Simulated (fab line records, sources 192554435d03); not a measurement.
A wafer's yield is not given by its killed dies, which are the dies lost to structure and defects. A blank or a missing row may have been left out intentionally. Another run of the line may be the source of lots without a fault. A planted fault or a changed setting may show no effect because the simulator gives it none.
Lot-split experiment :: flow n5Finfet :: on a route of 1938 steps: 7 lots, 21 wafers read

SPLIT DETAILS
At N5_BEOL_M0_SAQP_PECVD_97 (deposits SiNx from SiH4/NH3/N2, target thk 23 nm, time 19.9 s), the setting timeS was moved away from the recipe's 19.9 s on 8 of the 21 wafers read, by -11.2% to +6.9%. All remaining wafers had this setting at the recipe value.

FROM THE SPLIT TO THE READING: what the file shows between them, 7 steps
- N5_BEOL_M0_SAQP_COAT_81: time 60 s, resist thk 100 nm (also split here: tempC)
- N5_BEOL_M0_SAQP_COAT_82: time 60 s, resist thk 30 nm
- N5_BEOL_M0_SAQP_COAT_08: resist thk 90 nm
- N5_BEOL_M0_SAQP_HM_OPEN_112: chemistry CHF3/O2, target SiO2, stops on a-Si, target depth 12 nm, time 13.5 s
- N5_BEOL_M0_SAQP_STRIP_113: strips in CHF3/O2
- N5_BEOL_M0_SAQP_MANDREL_ETCH_20: etches a-Si in HBr/Cl2, stops on SiNx, target depth 60 nm, bt time 10 s, time 30 s
- N5_BEOL_M0_SAQP_STRIP_86: strips in N2/H2

THE READING
SiNx_of_BEOL_M0_SAQP_PECVD_97.thkNm (the simulator's own value, which no gauge read), in nm, at N5_BEOL_M0_SAQP_STRIP_115 (strips in post etch residue remover, time 60 s). The file gives no usual value for it. Average 17.8 nm, standard deviation 0.25 nm, over the 13 wafers here run with the recipe.

wafer: L076.1
tool, chamber at the split: pecvd-04, 0,2,2
timeS as run, s: 19.9
against the recipe: recipe
SiNx_of_BEOL_M0_SAQP_PECVD_97.thkNm, nm: 18
against lot-mates on the recipe: -

wafer: L076.2
tool, chamber at the split: pecvd-04, 0,2,2
timeS as run, s: 19.9
against the recipe: recipe
SiNx_of_BEOL_M0_SAQP_PECVD_97.thkNm, nm: 17.6
against lot-mates on the recipe: -

wafer: L076.6
tool, chamber at the split: pecvd-04, 0,2,2
timeS as run, s: 19.9
against the recipe: recipe
SiNx_of_BEOL_M0_SAQP_PECVD_97.thkNm, nm: 17.8
against lot-mates on the recipe: -

wafer: L078.1
tool, chamber at the split: pecvd-03, 2
timeS as run, s: 18.99
against the recipe: -4.6%
SiNx_of_BEOL_M0_SAQP_PECVD_97.thkNm, nm: 16.4
against lot-mates on the recipe: -1.6

wafer: L078.4
tool, chamber at the split: pecvd-03, 0
timeS as run, s: 19.9
against the recipe: recipe
SiNx_of_BEOL_M0_SAQP_PECVD_97.thkNm, nm: 18
against lot-mates on the recipe: -

wafer: L078.5
tool, chamber at the split: pecvd-03, 1
timeS as run, s: 18.99
against the recipe: -4.6%
SiNx_of_BEOL_M0_SAQP_PECVD_97.thkNm, nm: 17
against lot-mates on the recipe: -1.0

wafer: L081.3
tool, chamber at the split: pecvd-04, 0
timeS as run, s: 19.9
against the recipe: recipe
SiNx_of_BEOL_M0_SAQP_PECVD_97.thkNm, nm: 18.2
against lot-mates on the recipe: -

wafer: L081.4
tool, chamber at the split: pecvd-04, 1,2
timeS as run, s: 18.26
against the recipe: -8.2%
SiNx_of_BEOL_M0_SAQP_PECVD_97.thkNm, nm: 16
against lot-mates on the recipe: -2.2

wafer: L081.6
tool, chamber at the split: pecvd-04, 1,2
timeS as run, s: 18.26
against the recipe: -8.2%
SiNx_of_BEOL_M0_SAQP_PECVD_97.thkNm, nm: 15.8
against lot-mates on the recipe: -2.4

wafer: L084.1
tool, chamber at the split: pecvd-04, 2
timeS as run, s: 19.9
against the recipe: recipe
SiNx_of_BEOL_M0_SAQP_PECVD_97.thkNm, nm: 17.6
against lot-mates on the recipe: -

wafer: L084.4
tool, chamber at the split: pecvd-04, 2,0
timeS as run, s: 19.9
against the recipe: recipe
SiNx_of_BEOL_M0_SAQP_PECVD_97.thkNm, nm: 18
against lot-mates on the recipe: -

wafer: L084.6
tool, chamber at the split: pecvd-04, 2,0
timeS as run, s: 19.9
against the recipe: recipe
SiNx_of_BEOL_M0_SAQP_PECVD_97.thkNm, nm: 18
against lot-mates on the recipe: -

wafer: L085.2
tool, chamber at the split: pecvd-03, 2
timeS as run, s: 19.9
against the recipe: recipe
SiNx_of_BEOL_M0_SAQP_PECVD_97.thkNm, nm: 17.4
against lot-mates on the recipe: -

wafer: L085.5
tool, chamber at the split: pecvd-03, 0
timeS as run, s: 19.9
against the recipe: recipe
SiNx_of_BEOL_M0_SAQP_PECVD_97.thkNm, nm: 18
against lot-mates on the recipe: -

wafer: L085.6
tool, chamber at the split: pecvd-03, 1
timeS as run, s: 20.71
against the recipe: +4.1%
SiNx_of_BEOL_M0_SAQP_PECVD_97.thkNm, nm: 19.2
against lot-mates on the recipe: +1.5

wafer: L088.1
tool, chamber at the split: pecvd-03, 1
timeS as run, s: 19.9
against the recipe: recipe
SiNx_of_BEOL_M0_SAQP_PECVD_97.thkNm, nm: 17.8
against lot-mates on the recipe: -

wafer: L088.5
tool, chamber at the split: pecvd-03, 2
timeS as run, s: 17.67
against the recipe: -11.2%
SiNx_of_BEOL_M0_SAQP_PECVD_97.thkNm, nm: 15.6
against lot-mates on the recipe: -2.2

wafer: L088.6
tool, chamber at the split: pecvd-03, 0
timeS as run, s: 17.67
against the recipe: -11.2%
SiNx_of_BEOL_M0_SAQP_PECVD_97.thkNm, nm: 16.2
against lot-mates on the recipe: -1.6

wafer: L090.1
tool, chamber at the split: pecvd-02, 1,0
timeS as run, s: 19.9
against the recipe: recipe
SiNx_of_BEOL_M0_SAQP_PECVD_97.thkNm, nm: 17.6
against lot-mates on the recipe: -

wafer: L090.2
tool, chamber at the split: pecvd-02, 1,0
timeS as run, s: 19.9
against the recipe: recipe
SiNx_of_BEOL_M0_SAQP_PECVD_97.thkNm, nm: 17.4
against lot-mates on the recipe: -

wafer: L090.5
tool, chamber at the split: pecvd-02, 0
timeS as run, s: 21.28
against the recipe: +6.9%
SiNx_of_BEOL_M0_SAQP_PECVD_97.thkNm, nm: 19.4
against lot-mates on the recipe: +1.9
Rows listing several chambers each stand for several wafers; the file does not say which wafer went through which chamber.

THE FIT
A straight line over all 21 wafers: SiNx_of_BEOL_M0_SAQP_PECVD_97.thkNm changes by +0.207 nm for each +1% of timeS; r = +0.95; the points scatter about the line by 0.32 nm.
The same after taking each lot's own level away (the mean of its wafers on the recipe; 21 wafers): +0.229 nm for each +1%; r = +0.95; scatter 0.36 nm.
Per that fit: largest timeS move, reading shift of 2.6 nm.
The span of the lots' own levels, 17.50 to 18.20 nm, comes to 2.8 times the standard deviation stated above.
Hence the lot-to-lot level has little effect on the slope; both slopes agree.
Check: for one of the wafers moved furthest among these (-11.2%), held out of the fit, the line's prediction against its lot-mates is -2.64 nm. Against them it came out at -2.2 nm.

THESE WAFERS: OTHER SPLITS
Before the reading, these wafers also passed through other splits. Each is held against what the fit with the lots' levels taken away leaves over:
other split on the same wafers: N5_HKMG_FIN_DEVELOP_11 developTimeS
wafers away from the commonest value: 12
r with SiNx_of_BEOL_M0_SAQP_PECVD_97.thkNm (lot level and that fit taken away): -0.03

other split on the same wafers: N5_MOL_CONTACT_COAG_EXPOSE_05 doseMj
wafers away from the commonest value: 8
r with SiNx_of_BEOL_M0_SAQP_PECVD_97.thkNm (lot level and that fit taken away): -0.45

other split on the same wafers: N5_MOL_CONTACT_COAG_ETCH_105 biasW
wafers away from the commonest value: 4
r with SiNx_of_BEOL_M0_SAQP_PECVD_97.thkNm (lot level and that fit taken away): +0.15

other split on the same wafers: N5_MOL_CONTACT_COAG_ETCHBACK_135 timeS
wafers away from the commonest value: 5
r with SiNx_of_BEOL_M0_SAQP_PECVD_97.thkNm (lot level and that fit taken away): +0.22

other split on the same wafers: N5_MOL_CONTACT_COAG_VIA_ETCH_46 biasW
wafers away from the commonest value: 5
r with SiNx_of_BEOL_M0_SAQP_PECVD_97.thkNm (lot level and that fit taken away): -0.21

other split on the same wafers: N5_BEOL_M0_SAQP_COAT_81 tempC
wafers away from the commonest value: 9
r with SiNx_of_BEOL_M0_SAQP_PECVD_97.thkNm (lot level and that fit taken away): -0.01

THE WHOLE CHAIN: every reading that the file lists as answering this split, in the file's order
step: N5_BEOL_M0_SAQP_PECVD_97
what it does: deposits SiNx from SiH4/NH3/N2, target thk 23 nm, time 19.9 s
reading: SiNx_of_BEOL_M0_SAQP_PECVD_97.thkNm (the simulator's own value, which no gauge read)
change (the file's fit): +0.22 nm for each +1% of the setting
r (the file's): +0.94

step: N5_BEOL_M0_SAQP_MANDREL_ETCH_20
what it does: etches a-Si in HBr/Cl2, stops on SiNx, target depth 60 nm, bt time 10 s, time 30 s
reading: SiNx_of_BEOL_M0_SAQP_PECVD_97.thkNm (the simulator's own value, which no gauge read)
change (the file's fit): +0.236 nm for each +1% of the setting
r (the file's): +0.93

step: N5_BEOL_M0_SAQP_STRIP_115
what it does: strips in post etch residue remover, time 60 s
reading: SiNx_of_BEOL_M0_SAQP_PECVD_97.thkNm (the simulator's own value, which no gauge read)
change (the file's fit): +0.235 nm for each +1% of the setting
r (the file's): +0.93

THE FILE'S OWN FIT
SiNx_of_BEOL_M0_SAQP_PECVD_97.thkNm changes by +0.235 nm for each +1% of timeS, r = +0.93.
